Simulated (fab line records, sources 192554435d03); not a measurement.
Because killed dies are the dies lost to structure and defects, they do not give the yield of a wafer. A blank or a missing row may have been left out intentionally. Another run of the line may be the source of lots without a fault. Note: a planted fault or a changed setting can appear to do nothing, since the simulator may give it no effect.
fab line records	flow n5Finfet	part 1 of 2: steps 1 to 23 of 33
record: lots: 5	wafers: 15	lastDay: 18
route steps=1938 shown BEOL_M3@1019 BEOL_M4@1021
lots with no fault: from the same line, run without faults
startH: hours from the record's opening day to when the first of the lot's shown wafers began	waitH: hours since the lot's step before	" unchanged from the row above	L1.1+2: a row that stands for several wafers	- value missing, or start not given	* or withheld: withheld	< > ~ a bound
route shown NAME@n: a module of which the file shows steps, and the number in the route of the first	usual: mean/standard deviation taken from wafers without a fault	same: alike in all rows	chamber/n: place in a boat	sites: readings site by site	_std_site: standard deviation across them	_edge_site: outer sites' mean less inner sites'	radiusMm: for every site, how far away it sits from the centre of the wafer	mask NAME#n: copy n	behind: tool/chamber where the wafer was last shaped	hold: cause of the lot's hold/its duration in hours/its outcome	device: names the non-switching transistor (n, p or np)	end of line: the tests these same wafers got at the end of their route	a step given without rows: its recipe and nothing more	killed: dies that structure and defects cost at the first sort, which is not the same as the wafer's yield	map: a wafer's dies, x killed, . not, _ none there
set.NAME: the run value of the setting; set.NAME@STEP: its run value at that earlier step	model.NAME: the simulator's own value behind a step, which no gauge read
certain route steps with their lots: each step a table, each wafer a row
services: a tool's chamber out of use, with start hour (startH, from the record's first day; less than 0 if before it), hours out, and reason
== steps ==
step: N5_BEOL_M3_RS_MEAS_58
recipe: thkMeasGauge: four-point-probe	reads: Co_of_BEOL_M3_CO_CAP_55+Cu_of_BEOL_M3_ECD_50+Co_of_BEOL_M3_CVD_47+TaN_of_BEOL_M3_ALD_84
usual: M3_RS: 0.667/0.029
lot.wafer	tool	chamber	startH	waitH	M3_RS[ohm/sq]
L077.3	filmMetro-02	-	201.78	0.1	0.637
L077.4	"	-	"	"	0.675
L077.5	"	-	"	"	0.646
L082.3	filmMetro-02	-	225.39	0.1	0.615
L082.4	"	-	"	"	0.626
L082.5	"	-	"	"	0.618
L084.2	filmMetro-01	-	241.51	0.1	0.672
L084.3	"	-	"	"	0.686
L084.4	"	-	"	"	0.614
L085.2	filmMetro-02	-	267.32	0.1	0.679
L085.4	"	-	"	"	0.623
L085.5	"	-	"	"	0.625
L094.3	filmMetro-01	-	313.64	0.1	0.656
L094.4	"	-	"	"	0.665
L094.6	"	-	"	"	0.659
step: N5_BEOL_M3_INSPECT_59
recipe: inspectInstrument: darkfield	mode: postDep
usual: rawDefectCount: 75/26
lot.wafer	tool	chamber	startH	waitH	rawDefectCount
L077.3	defectInspect-01	-	201.81	0.0	53
L077.4	"	-	"	"	45
L077.5	"	-	"	"	78
L082.3	defectInspect-02	-	225.42	0.0	94
L082.4	"	-	"	"	94
L082.5	"	-	"	"	97
L084.2	defectInspect-01	-	241.54	0.0	66
L084.3	"	-	"	"	80
L084.4	"	-	"	"	43
L085.2	defectInspect-01	-	267.34	0.0	67
L085.4	"	-	"	"	76
L085.5	"	-	"	"	68
L094.3	defectInspect-02	-	313.67	0.0	43
L094.4	"	-	"	"	85
L094.6	"	-	"	"	68
step: N5_BEOL_M4_ILD_DEP_00
recipe: material: SiOC	targetThkA: 790	tempC: 350	precursor: DEMS/O2	pressureTorr: 5	rfW: 500	timeS: 15.3
usual: heaterPowerW: 476/52	showerheadPlenumPTorr: 5.696/0.015	throttleValvePct: 12.4/0.59
lot.wafer	tool	chamber	startH	waitH	heaterPowerW	showerheadPlenumPTorr	sinceWetCleanH	throttleValvePct
L077.3	pecvd-04	2	201.86	0.1	501	5.680	-	11.3
L077.4	"	0	"	"	431	5.713	-	12.9
L077.5	"	2	"	"	518	5.662	-	11.6
L082.3	pecvd-01	1	225.47	0.1	582	5.700	-	12.3
L082.4	"	0	"	"	491	5.688	-	12.6
L082.5	"	0	"	"	483	5.682	-	12.8
L084.2	pecvd-01	0	241.57	0.0	505	5.713	764	12.7
L084.3	"	1	"	"	558	5.721	-	12.0
L084.4	"	0	"	"	513	5.692	-	12.6
L085.2	pecvd-04	2	267.38	0.0	535	5.665	399	11.5
L085.4	"	2	"	"	537	5.691	-	11.2
L085.5	"	0	"	"	412	5.716	-	12.7
L094.3	pecvd-01	0	313.70	0.0	495	5.670	836	12.8
L094.4	"	1	"	"	590	5.707	-	12.1
L094.6	"	2	"	"	429	5.672	-	12.1
step: N5_BEOL_M4_THK_MEAS_01
recipe: reads: SiOC_of_BEOL_M4_ILD_DEP_00
usual: M4_ILD_THK: 78.8/1.1
lot.wafer	tool	chamber	startH	waitH	M4_ILD_THK[nm]
L077.3	filmMetro-02	-	201.93	0.1	78.6
L077.4	"	-	"	"	80.5
L077.5	"	-	"	"	78.8
L082.3	filmMetro-02	-	225.54	0.1	79.2
L082.4	"	-	"	"	79.4
L082.5	"	-	"	"	80.6
L084.2	filmMetro-02	-	241.66	0.1	78.0
L084.3	"	-	"	"	78.7
L084.4	"	-	"	"	78.9
L085.2	filmMetro-02	-	267.45	0.1	77.1
L085.4	"	-	"	"	77.8
L085.5	"	-	"	"	79.2
L094.3	filmMetro-01	-	313.77	0.1	78.9
L094.4	"	-	"	"	79.0
L094.6	"	-	"	"	80.0
step: N5_BEOL_M4_PECVD_72
recipe: material: SiO2	targetThkA: 160	tempC: 400	precursor: TEOS/O2	pressureTorr: 5.5	rfW: 450	teosFlowSccm: 53.8	gas: O2	flowSccm: 3000	timeS: 18
usual: heaterPowerW: 693/64	showerheadPlenumPTorr: 8.79/0.052	throttleValvePct: 23.2/0.99
lot.wafer	tool	chamber	startH	waitH	heaterPowerW	showerheadPlenumPTorr	sinceWetCleanH	throttleValvePct
L077.3	pecvd-03	2	201.96	0.0	619	8.79	152	21.8
L077.4	"	1	"	"	636	8.75	-	24.6
L077.5	"	0	"	"	722	8.77	-	23.1
L082.3	pecvd-03	2	225.59	0.1	616	8.80	-	21.9
L082.4	"	0	"	"	692	8.79	-	22.8
L082.5	"	2	"	"	630	8.82	-	21.7
L084.2	pecvd-03	1	241.69	0.0	737	8.79	1671	24.6
L084.3	"	1	"	"	748	8.80	-	24.8
L084.4	"	0	"	"	745	8.77	-	23.0
L085.2	pecvd-03	0	267.48	0.0	754	8.76	971	22.9
L085.4	"	0	"	"	742	8.79	-	23.0
L085.5	"	1	"	"	686	8.79	-	24.5
L094.3	pecvd-01	1	313.81	0.0	794	8.86	1561	22.7
L094.4	"	1	"	"	796	8.85	-	22.5
L094.6	"	2	"	"	749	8.69	-	22.8
step: N5_BEOL_M4_HM_DEP_02
recipe: material: TiN	targetThkA: 200	tempC: 25	chamberPressurePa: 0.49996
usual: substrateTempC: 25.00/0.1	throttleValvePct: 30.0/0.95
lot.wafer	tool	chamber	startH	waitH	substrateTempC	throttleValvePct
L077.3	pvdSputter-01	-	202.16	0.2	25.09	29.6
L077.4	"	-	"	"	25.00	30.1
L077.5	"	-	"	"	24.98	29.4
L082.3	pvdSputter-03	-	225.65	0.0	25.00	30.0
L082.4	"	-	"	"	25.09	30.8
L082.5	"	-	"	"	24.82	28.4
L084.2	pvdSputter-03	-	244.14	2.4	25.09	29.9
L084.3	"	-	"	"	25.09	28.5
L084.4	"	-	"	"	24.91	30.7
L085.2	pvdSputter-01	-	268.10	0.6	24.98	29.3
L085.4	"	-	"	"	24.97	30.1
L085.5	"	-	"	"	25.06	31.8
L094.3	pvdSputter-01	-	315.02	1.2	24.93	30.0
L094.4	"	-	"	"	24.99	29.5
L094.6	"	-	"	"	24.91	29.4
step: N5_BEOL_M4_COAT_61
recipe: resist: SOC	tempC: 250	timeS: 60	spinRpm: 1500	resistThkNm: 60
lot.wafer	tool	chamber	startH	waitH
L077.3+4+5	lithoTrack-02	0	202.30	0.1
L082.3+4+5	lithoTrack-05	0	225.78	0.1
L084.2+3+4	lithoTrack-05	0	244.26	0.1
L085.2+4+5	lithoTrack-03	0	268.23	0.1
L094.3+4+6	lithoTrack-02	0	315.15	0.1
step: N5_BEOL_M4_COAT_62
recipe: resist: SiARC	tempC: 220	timeS: 60	spinRpm: 1500	resistThkNm: 12
lot.wafer	tool	chamber	startH	waitH
L077.3+4+5	lithoTrack-02	0	-	-
L082.3+4+5	lithoTrack-05	0	-	-
L084.2+3+4	lithoTrack-05	0	-	-
L085.2+4+5	lithoTrack-03	0	-	-
L094.3+4+6	lithoTrack-02	0	-	-
step: N5_BEOL_M4_COAT_73
recipe: resist: underlayer	tempC: 205	timeS: 60	spinRpm: 1500	resistThkNm: 5
lot.wafer	tool	chamber	startH	waitH
L077.3+4+5	lithoTrack-02	0	-	-
L082.3+4+5	lithoTrack-05	0	-	-
L084.2+3+4	lithoTrack-05	0	-	-
L085.2+4+5	lithoTrack-03	0	-	-
L094.3+4+6	lithoTrack-02	0	-	-
step: N5_BEOL_M4_COAT_05
recipe: resist: CAR-EUV	spinRpm: 1500	resistThkNm: 30
lot.wafer	tool	chamber	startH	waitH
L077.3+4+5	lithoTrack-02	0	-	-
L082.3+4+5	lithoTrack-05	0	-	-
L084.2+3+4	lithoTrack-05	0	-	-
L085.2+4+5	lithoTrack-03	0	-	-
L094.3+4+6	lithoTrack-02	0	-	-
step: N5_BEOL_M4_EBR_07
recipe: solvent: PGMEA	ebrWidthMm: 1.5
same: ebrWidthMm: 1.5
lot.wafer	tool	chamber	startH	waitH
L077.3+4+5	lithoTrack-02	0	-	-
L082.3+4+5	lithoTrack-05	0	-	-
L084.2+3+4	lithoTrack-05	0	-	-
L085.2+4+5	lithoTrack-03	0	-	-
L094.3+4+6	lithoTrack-02	0	-	-
step: N5_BEOL_M4_SOFTBAKE_06
recipe: tempC: 110	timeS: 60	resist: CAR-EUV
lot.wafer	tool	chamber	startH	waitH
L077.3+4+5	lithoTrack-02	0	-	-
L082.3+4+5	lithoTrack-05	0	-	-
L084.2+3+4	lithoTrack-05	0	-	-
L085.2+4+5	lithoTrack-03	0	-	-
L094.3+4+6	lithoTrack-02	0	-	-
step: N5_BEOL_M4_EXPOSE_08
recipe: maskId: M4	na: 0.33	sourceShape: dipole	sigmaInner: 0.369	sigmaOuter: 0.767	polarization: unpolarized	doseMj: 41.25
usual: stageMsdNm: 0.78/0.06
lot.wafer	tool	chamber	startH	waitH	mask	stageMsdNm
L077.3	euvScanner-02	0	202.47	-	M4#0	0.85
L077.4	"	0	"	"	M4#0	0.85
L077.5	"	0	"	"	M4#0	0.85
L082.3	euvScanner-01	0	225.93	-	M4#0	0.74
L082.4	"	0	"	"	M4#0	0.74
L082.5	"	0	"	"	M4#0	0.74
L084.2	euvScanner-02	0	244.53	-	M4#0	0.85
L084.3	"	0	"	"	M4#0	0.85
L084.4	"	0	"	"	M4#0	0.84
L085.2	euvScanner-01	0	268.50	-	M4#0	0.72
L085.4	"	0	"	"	M4#0	0.72
L085.5	"	0	"	"	M4#0	0.72
L094.3	euvScanner-02	0	315.43	-	M4#0	0.84
L094.4	"	0	"	"	M4#0	0.84
L094.6	"	0	"	"	M4#0	0.84
step: N5_BEOL_M4_PEB_09
recipe: pebTempC: 100	pebTimeS: 60	resist: CAR-EUV
lot.wafer	tool	chamber	startH	waitH
L077.3+4+5	lithoTrack-03	0	202.52	0.0
L082.3+4+5	lithoTrack-03	0	225.98	0.0
L084.2+3+4	lithoTrack-05	0	244.59	0.1
L085.2+4+5	lithoTrack-02	0	268.55	0.1
L094.3+4+6	lithoTrack-02	0	315.48	0.0
step: N5_BEOL_M4_DEVELOP_10
recipe: developTimeS: 30	developer: TMAH	resist: CAR-EUV	rinseLiquid: surfactantRinse	dry: airSpin	devTempC: 23
lot.wafer	tool	chamber	startH	waitH
L077.3+4+5	lithoTrack-03	0	-	-
L082.3+4+5	lithoTrack-03	0	-	-
L084.2+3+4	lithoTrack-05	0	-	-
L085.2+4+5	lithoTrack-02	0	-	-
L094.3+4+6	lithoTrack-02	0	-	-
step: N5_BEOL_M4_CD_MEAS_11
recipe: targetCdNm: 16.79	landingEnergyEv: 500	detector: seInlens	polarity: opening
usual: cdNm: 16.78/0.24
lot.wafer	tool	chamber	startH	waitH	cdNm
L077.3	cdSem-01	0	202.59	-	16.84
L077.4	"	0	"	"	16.48
L077.5	"	0	"	"	16.39
L082.3	cdSem-03	0	226.05	-	16.97
L082.4	"	0	"	"	16.96
L082.5	"	0	"	"	16.92
L084.2	cdSem-01	0	244.66	-	17.06
L084.3	"	0	"	"	17.06
L084.4	"	0	"	"	16.33
L085.2	cdSem-01	0	268.62	-	16.45
L085.4	"	0	"	"	16.64
L085.5	"	0	"	"	16.43
L094.3	cdSem-02	0	315.55	-	16.39
L094.4	"	0	"	"	17.13
L094.6	"	0	"	"	16.93
step: N5_BEOL_M4_OVL_MEAS_12
recipe: pointsPerWafer: 522
usual: M4_OVL: 0.3/0.64
lot.wafer	tool	chamber	startH	waitH	M4_OVL[nm]
L077.3	overlay-01	0	202.63	0.0	-0.3
L077.4	"	0	"	"	0.6
L077.5	"	0	"	"	-1.1
L082.3	overlay-01	0	226.09	0.0	0.6
L082.4	"	0	"	"	0.1
L082.5	"	0	"	"	1.5
L084.2	overlay-01	0	244.70	0.0	-0.5
L084.3	"	0	"	"	-0.1
L084.4	"	0	"	"	-0.4
L085.2	overlay-02	0	268.66	0.0	-0.6
L085.4	"	0	"	"	0.0
L085.5	"	0	"	"	-0.5
L094.3	overlay-01	0	315.59	0.0	0.3
L094.4	"	0	"	"	0.6
L094.6	"	0	"	"	0.8
step: N5_BEOL_M4_INSPECT_13
recipe: mode: adi	inspectInstrument: brightfield
usual: rawDefectCount: 429/100
lot.wafer	tool	chamber	startH	waitH	rawDefectCount
L077.3	defectInspect-02	-	202.68	0.0	270
L077.4	"	-	"	"	337
L077.5	"	-	"	"	358
L082.3	defectInspect-02	-	226.14	0.0	494
L082.4	"	-	"	"	447
L082.5	"	-	"	"	530
L084.2	defectInspect-02	-	244.75	0.0	522
L084.3	"	-	"	"	459
L084.4	"	-	"	"	412
L085.2	defectInspect-02	-	268.71	0.0	455
L085.4	"	-	"	"	467
L085.5	"	-	"	"	475
L094.3	defectInspect-01	-	315.63	0.0	595
L094.4	"	-	"	"	739
L094.6	"	-	"	"	383
step: N5_BEOL_M4_DESCUM_16
recipe: chemistry: O2	timeS: 7	sourcePowerW: 50	biasPowerW: 20	pressureMtorr: 20	rfFrequencyHz: 2.712e+07	tempC: 40	resist: CAR-EUV	o2FlowSccm: 225
usual: drypumpMotorCurrentA: 5.7/0.43	oesProductAu: 0.77/0.086	rfVppV: 243.4/1.2	showerheadPlenumPTorr: 2.11/0.041	throttleValvePct: 20.47/0.23
lot.wafer	tool	chamber	startH	waitH	drypumpMotorCurrentA	oesProductAu	rfHoursCounterH	rfVppV	showerheadPlenumPTorr	throttleValvePct
L077.3	rieDiel-05	0	202.71	0.0	6.2	0.72	178	241.4	2.10	20.83
L077.4	"	2	"	"	5.5	0.67	225	241.5	2.08	20.47
L077.5	"	2	"	"	5.5	0.67	-	241.4	2.08	20.49
L082.3	rieDiel-05	0	226.17	0.0	6.3	0.71	184	243.1	2.10	20.83
L082.4	"	2	"	"	5.5	0.67	232	243.4	2.07	20.49
L082.5	"	3	"	"	5.3	0.87	-	242.4	2.12	20.23
L084.2	rieDiel-02	0	244.78	0.0	5.2	0.67	248	243.5	2.15	20.85
L084.3	"	2	"	"	5.8	0.84	67	242.6	2.12	20.42
L084.4	"	3	"	"	6.4	0.88	39	244.5	2.22	20.31
L085.2	rieDiel-02	1	268.77	0.1	5.0	0.67	258	241.8	2.06	20.59
L085.4	"	3	"	"	6.4	0.87	-	245.0	2.21	20.32
L085.5	"	2	"	"	5.8	0.83	-	243.9	2.12	20.43
L094.3	rieDiel-06	3	315.67	0.0	5.8	0.68	223	242.6	2.08	20.66
L094.4	"	1	"	"	5.8	0.79	83	242.9	2.09	20.08
L094.6	"	2	"	"	6.3	0.68	-	242.0	2.05	20.49
step: N5_BEOL_M4_ETCH_74
recipe: chemistry: N2/H2	target: underlayer	targetDepthA: 65	maskMaterial: CAR-EUV	timeS: 5.2	ionEnergyEv: 200	pressureMtorr: 30	sourceW: 840	biasW: 150	n2FlowSccm: 200	h2FlowSccm: 200	ends: cleared
usual: biasW: 150.0/0.48	drypumpMotorCurrentA: 5.7/0.43	etchRfOnTimeS: 5.22/0.11	oesProductAu: 0.66/0.072	rfVppV: 524.4/1.8	showerheadPlenumPTorr: 2.55/0.053	throttleValvePct: 17.88/0.18
lot.wafer	tool	chamber	startH	waitH	biasW	drypumpMotorCurrentA	etchRfOnTimeS	oesProductAu	rfHoursCounterH	rfVppV	showerheadPlenumPTorr	throttleValvePct
L077.3	rieDiel-05	0	202.74	0.0	149.5	6.2	5.23	0.60	178	522.5	2.52	18.04
L077.4	"	2	"	"	150.1	5.5	5.29	0.58	225	523.7	2.52	17.86
L077.5	"	2	"	"	149.3	5.5	5.27	0.58	-	522.3	2.52	17.88
L082.3	rieDiel-05	0	226.20	0.0	150.7	6.2	5.33	0.60	184	525.4	2.52	18.02
L082.4	"	2	"	"	150.3	5.5	5.37	0.57	232	521.5	2.51	17.87
L082.5	"	3	"	"	150.0	5.3	5.06	0.73	-	524.4	2.60	17.85
L084.2	rieDiel-02	0	244.82	0.0	150.6	5.2	5.32	0.58	248	524.7	2.59	18.20
L084.3	"	2	"	"	149.2	5.8	5.33	0.69	67	524.9	2.57	17.82
L084.4	"	3	"	"	150.5	6.4	5.23	0.75	39	527.5	2.67	17.50
L085.2	rieDiel-02	1	268.81	0.0	150.2	5.0	5.35	0.56	258	524.1	2.49	17.98
L085.4	"	3	"	"	149.8	6.3	5.15	0.74	-	526.5	2.67	17.50
L085.5	"	2	"	"	150.3	5.8	5.28	0.68	-	526.2	2.56	17.87
L094.3	rieDiel-06	3	315.70	0.0	151.6	5.8	5.24	0.60	223	522.2	2.49	17.86
L094.4	"	1	"	"	150.4	5.8	5.15	0.69	83	523.9	2.60	17.80
L094.6	"	2	"	"	150.2	6.3	5.29	0.57	-	521.8	2.49	17.96
step: N5_BEOL_M4_ETCH_63
recipe: chemistry: CF4	target: SiARC	targetDepthA: 156	maskMaterial: CAR-EUV	timeS: 26	ionEnergyEv: 80	pressureMtorr: 40	sourceW: 545	biasW: 36	Ar_flow_sccm: 100	cf4FlowSccm: 100	ends: cleared
usual: biasW: 36.00/0.12	drypumpMotorCurrentA: 5.7/0.43	etchRfOnTimeS: 26.0/0.61	mfcArSccm: 100.0/0.31	oesProductAu: 0.66/0.074	rfVppV: 184.2/1.1	showerheadPlenumPTorr: 2.15/0.043	throttleValvePct: 15.65/0.2
lot.wafer	tool	chamber	startH	waitH	biasW	drypumpMotorCurrentA	etchRfOnTimeS	mfcArSccm	oesProductAu	rfHoursCounterH	rfVppV	showerheadPlenumPTorr	throttleValvePct
L077.3	rieDiel-05	0	202.76	0.0	35.92	6.3	26.1	99.8	0.61	178	184.5	2.12	15.80
L077.4	"	2	"	"	36.11	5.5	26.8	100.3	0.58	225	182.9	2.12	15.73
L077.5	"	2	"	"	36.01	5.5	26.6	100.5	0.58	-	182.4	2.12	15.71
L082.3	rieDiel-05	0	226.22	0.0	36.22	6.2	26.4	99.8	0.60	184	184.4	2.12	15.79
L082.4	"	2	"	"	35.73	5.5	27.0	99.9	0.57	232	184.0	2.12	15.73
L082.5	"	3	"	"	36.16	5.3	25.0	100.2	0.74	-	183.4	2.17	15.35
L084.2	rieDiel-02	0	244.84	0.0	36.12	5.2	26.3	100.1	0.58	248	184.1	2.19	16.03
L084.3	"	2	"	"	35.96	5.8	26.2	100.0	0.70	67	185.8	2.17	15.56
L084.4	"	3	"	"	35.97	6.4	25.9	100.3	0.75	39	186.2	2.26	15.51
L085.2	rieDiel-02	1	268.82	0.0	35.89	5.0	26.8	100.2	0.57	258	184.0	2.10	15.76
L085.4	"	3	"	"	36.00	6.4	25.5	100.1	0.73	-	186.1	2.25	15.52
L085.5	"	2	"	"	36.07	5.8	25.8	99.6	0.69	-	183.9	2.16	15.58
L094.3	rieDiel-06	3	315.72	0.0	35.90	5.8	25.9	99.5	0.60	223	184.7	2.11	15.76
L094.4	"	1	"	"	36.06	5.7	25.9	99.9	0.69	83	183.3	2.17	15.49
L094.6	"	2	"	"	35.92	6.3	26.8	99.7	0.57	-	182.5	2.11	15.87
step: N5_BEOL_M4_ETCH_64
recipe: chemistry: N2/H2	target: SOC	targetDepthA: 750	overetchA: 225	maskMaterial: SiARC	tempC: 40	timeS: 121.9	ionEnergyEv: 200	pressureMtorr: 30	sourceW: 840	biasW: 150	n2FlowSccm: 200	h2FlowSccm: 200
usual: biasW: 150.0/0.44	drypumpMotorCurrentA: 5.7/0.43	oesProductAu: 0.59/0.06	rfVppV: 524.4/1.7	showerheadPlenumPTorr: 2.55/0.053	throttleValvePct: 17.84/0.18
lot.wafer	tool	chamber	startH	waitH	biasW	drypumpMotorCurrentA	oesProductAu	rfHoursCounterH	rfVppV	showerheadPlenumPTorr	throttleValvePct
L077.3	rieDiel-05	0	202.79	0.0	150.7	6.2	0.54	178	523.3	2.52	17.97
L077.4	"	2	"	"	149.8	5.5	0.52	225	521.5	2.52	17.84
L077.5	"	2	"	"	149.6	5.5	0.53	-	522.2	2.52	17.85
L082.3	rieDiel-05	0	226.25	0.0	149.8	6.2	0.54	184	523.0	2.52	18.00
L082.4	"	2	"	"	150.4	5.5	0.52	232	521.9	2.51	17.87
L082.5	"	3	"	"	149.6	5.4	0.64	-	524.9	2.60	17.80
L084.2	rieDiel-02	0	244.86	0.0	150.6	5.2	0.52	248	525.8	2.59	18.14
L084.3	"	2	"	"	150.5	5.8	0.63	67	526.4	2.57	17.78
L084.4	"	3	"	"	149.4	6.4	0.66	40	527.1	2.67	17.45
L085.2	rieDiel-02	1	268.85	0.0	150.6	4.9	0.52	258	523.0	2.49	17.93
L085.4	"	3	"	"	150.1	6.4	0.65	-	527.6	2.67	17.48
L085.5	"	2	"	"	149.8	5.8	0.62	-	524.4	2.57	17.81
L094.3	rieDiel-06	3	315.75	0.0	150.5	5.8	0.54	223	524.0	2.49	17.82
L094.4	"	1	"	"	149.8	5.8	0.60	83	525.5	2.60	17.77
L094.6	"	2	"	"	150.4	6.3	0.52	-	524.9	2.49	17.93
step: N5_BEOL_M4_STRIP_65
recipe: chemistry: N2/H2	tempC: 40	n2FlowSccm: 200	h2FlowSccm: 200	rfFrequencyHz: 6e+07
lot.wafer	tool	chamber	startH	waitH
L077.3+4+5	rieDiel-05	0,2,2	202.90	0.1
L082.3+4+5	rieDiel-05	0,2,3	226.36	0.1
L084.2+3+4	rieDiel-02	0,2,3	244.98	0.1
L085.2+4+5	rieDiel-02	1,3,2	268.96	0.1
L094.3+4+6	rieDiel-06	3,1,2	315.86	0.1
